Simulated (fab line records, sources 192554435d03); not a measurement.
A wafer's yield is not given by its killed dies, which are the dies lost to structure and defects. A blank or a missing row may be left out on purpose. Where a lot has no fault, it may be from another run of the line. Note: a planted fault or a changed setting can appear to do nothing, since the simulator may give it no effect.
Struck lot and sound lot, side by side | flow n5 finfet | 14 steps out of a route of 1938
Sound: these wafers, L385.3, L385.4, L385.6. Struck: wafers L386.2, L386.3, L386.4. The cause is named last.
Order at every step that has rows: each side's tool, ch and its chambers, its first start. Under that, the readings that differ: sound wafers | struck wafers | difference of the means | sigmas: that difference in standard deviations of wafers without a fault.
alike: readings with means less than 2 such deviations apart, plus words and numbers identical on both sides. not compared: withheld readings, readings lacking a value on some wafer, bounds such as >300 that could conceal the same value, and numbers that have no deviation in the record and whose values overlap.
The two part at a step that has a row with sigmas, a row that says differs or no value, or rows on one side only. Numbers that don't overlap but have no deviation are shown without sigmas and don't part them. Lack of a reading on every wafer of one side parts them only where that side has two or more wafers.

first, 1 step without rows for these wafers: N5_BEOL_M11_CURE_72 (cures SiCOH lowk, time 120 s).
N5_BEOL_M11_DEGAS_44: time 60 s.
  struck on pvd sputter-03, day 12 01:29; sound on pvd sputter-01, day 11 19:24
  alike: heater power w
N5_BEOL_M11_PRE_CLEAN_45: time 30 s.
  struck on pvd sputter-03, day 12 01:31; sound on pvd sputter-01, day 11 19:26
  alike: heater power w
N5_BEOL_M11_ALD_74: deposits TaN, target thk 2 nm, pulse time 2 s, purge time 3 s.
  sound on ald metal-04 ch 2,3, day 11 19:30; struck on ald metal-04 ch 0,1,3, day 12 01:40
  alike: chamber pressure Torr, heater power outer w, heater power w
N5_BEOL_M11_SURFACE_TREAT_76:
  struck on pvd sputter-03, day 12 01:59; sound on pvd sputter-02, day 11 19:58
  not compared: throttle valve pct
then, 1 step without rows for these wafers: N5_BEOL_M11_CVD_75 (deposits Co from CCTBA/H2, target thk 2 nm, time 138.9 s).
N5_BEOL_M11_SPUTTER_48: material Cu, target thk 12 nm, time 2 s.
  struck on pvd sputter-03, day 12 02:13; sound on pvd sputter-02, day 11 20:17
  alike: throttle valve pct
then, 3 steps without rows for these wafers: N5_BEOL_M11_ECD_50 (material Cu, target thk 318 nm); N5_BEOL_M11_ANNEAL_51 (time 90 s); N5_BEOL_M11_CMP_52 (polishes, stops on SiCOH lowk, t overpolish 7 s, target thk 140 nm).
N5_BEOL_M11_THK_MEAS_53: measures by xrf.
  struck on film metro-01, day 12 03:22; sound on film metro-02, day 11 21:17
  alike: M11_THK
then, 1 step without rows for these wafers: N5_BEOL_M11_PRE_CLEAN_55 (time 15 s).
N5_BEOL_M11_DEP_56: deposits SiCN from 3MS/NH3, target thk 30 nm, time 10.5 s.
  sound on pecvd-04 ch 0,1, day 11 21:23; struck on pecvd-04 ch 0,1, day 12 03:26
  reading                                   | sound      | struck       | difference | sigmas
  model.SiCN_of_BEOL_M11_DEP_56.thk nm (nm) | 29.8 30 30 | 45.8 46.2 46 | +16.1      |
  alike: chamber pressure Torr, showerhead plenum p Torr, throttle valve pct
N5_BEOL_M11_RS_MEAS_57: a four-point-probe measurement.
  struck on film metro-02, day 12 03:31; sound on film metro-01, day 11 21:26
  alike: M11_RS

## WHERE THEY PART
Nowhere in this record.

WHY: the cause the simulator had injected
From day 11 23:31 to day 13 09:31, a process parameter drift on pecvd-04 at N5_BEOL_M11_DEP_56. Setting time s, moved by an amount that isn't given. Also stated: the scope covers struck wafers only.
